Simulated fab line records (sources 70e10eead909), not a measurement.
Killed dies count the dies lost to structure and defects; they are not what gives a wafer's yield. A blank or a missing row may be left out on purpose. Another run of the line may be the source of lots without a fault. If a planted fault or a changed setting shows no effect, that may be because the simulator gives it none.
Comparing a struck lot with a sound one + flow nandHarc + 14 out of 1302 route steps
Sound: these wafers, L601.2, L601.3, L601.4. Struck: wafers L607.4, L607.6. (L607.1 of the same lot was not struck and is left out.) The cause comes at the end.
For every step that has rows: the tool of each side, followed by ch and its chambers, followed by its first start. Under that, the readings that differ: sound wafers + struck wafers + difference of the means + sigmas: that difference in standard deviations of wafers without a fault.
alike: a reading whose means differ by less than 2 such deviations, as well as words and numbers matching on both sides. not compared: withheld readings; readings where some wafer has no value; bounds like >300 that might hide an equal value; numbers whose values overlap and for which the record gives no deviation.
The two part at a step that has a row with sigmas, a row that says differs or no value, or rows on one side only. Non-overlapping numbers with no deviation appear without sigmas and do not part them. A reading missing from all wafers of one side parts the sides only when that side holds two or more wafers.

first, 1 step without rows for these wafers: NHARC_A_STAIRCASE_HARDBAKE_311 (time 140 s).
NHARC_A_STAIRCASE_DESCUM_312: chemistry O2, time 3 s.
  sound on rieDiel-06 ch 0,1,3, day 17 06:49; struck on rieDiel-13 ch 2,3, day 19 05:40
  alike: drypumpMotorCurrentA, oesProductAu, rfVppV, showerheadPlenumPTorr, throttleValvePct
  not compared: rfHoursCounterH
NHARC_A_STAIRCASE_ETCH_313: etches the open film in CF4/CHF3.
  sound on rieDiel-06 ch 0,2,3, day 17 06:53; struck on rieDiel-13 ch 2, day 19 05:46
| reading             | sound             | struck      | difference | sigmas |
|---------------------|-------------------|-------------|------------|--------|
| chf3FlowSccm (sccm) | 30.02 29.95 29.88 | 30.19 30.12 | +0.21      | +2     |
  alike: cf4FlowSccm, drypumpMotorCurrentA, oesProductAu, rfVppV, showerheadPlenumPTorr, throttleValvePct
  not compared: rfHoursCounterH
then, 2 steps without rows for these wafers: NHARC_A_STAIRCASE_HM_OPEN_463 (chemistry O2/COS); NHARC_A_STAIRCASE_STRIP_464 (strips in O2/COS).
NHARC_A_STAIRCASE_ETCH_453: etches the open film in CF4/O2, target depth 30 nm, overetch 3 nm, time 16.5 s.
  sound: rieDiel-06 ch 0,2,3; struck: rieDiel-13 ch 2,3
  alike: cf4FlowSccm, drypumpMotorCurrentA, oesProductAu, rfVppV, showerheadPlenumPTorr, throttleValvePct
  not compared: rfHoursCounterH
then, 1 step without rows for these wafers: NHARC_A_STAIRCASE_ETCH_315 (etches the open film in C4F8/O2/Ar, target depth 2500 nm, time 607.1 s).
NHARC_A_STAIRCASE_STRIP_316: strips in O2.
  sound: rieDiel-06 ch 0,1,2; struck: rieDiel-13 ch 0
  alike: drypumpMotorCurrentA, oesProductAu, rfVppV, showerheadPlenumPTorr, throttleValvePct
  not compared: rfHoursCounterH
then, 3 steps without rows for these wafers: NHARC_A_STAIRCASE_STRIP_317 (strips in SPM, time 900 s); NHARC_A_STAIRCASE_PRECLEAN_318 (cleans in SC1); NHARC_A_STAIRCASE_SRD_329.
NHARC_A_STAIRCASE_ALD_415: deposits SiO2, target thk 30 nm, pulse time 6 s, ald cycles 300.
  sound on aldHk-04 ch 0,1,3, day 17 08:42; struck on aldHk-02 ch 0,1, day 19 10:28
| reading   | sound       | struck  | difference | sigmas |
|-----------|-------------|---------|------------|--------|
| aldCycles | 300 300 300 | 369 369 | +69        |        |
  alike: heaterPowerW, precursorPulseHeightRel
NHARC_A_STAIRCASE_ETCHBACK_416: etches the open film in C4F8/O2/Ar, target depth 36 nm, time 7.2 s.
  sound: rieDiel-13 ch 0,2,3; struck: rieDiel-13 ch 0,3
  alike: oesProductAu, rfVppV
  not compared: rfHoursCounterH
-- record jumps: 8 days between struck wafers' starts before vs after; left off in module A_STAIRCASE, resumes in module END, first step shown is number 1302 of the route --
NHARC_END_SORT_01:
  the record has rows for the struck wafers here (prober-01 ch 0, day 27 00:45) and none for the sound ones

## WHERE THEY PART
Earliest at NHARC_A_STAIRCASE_ETCH_313; latest, in this record, at NHARC_END_SORT_01.

WHY: what the simulator had put in
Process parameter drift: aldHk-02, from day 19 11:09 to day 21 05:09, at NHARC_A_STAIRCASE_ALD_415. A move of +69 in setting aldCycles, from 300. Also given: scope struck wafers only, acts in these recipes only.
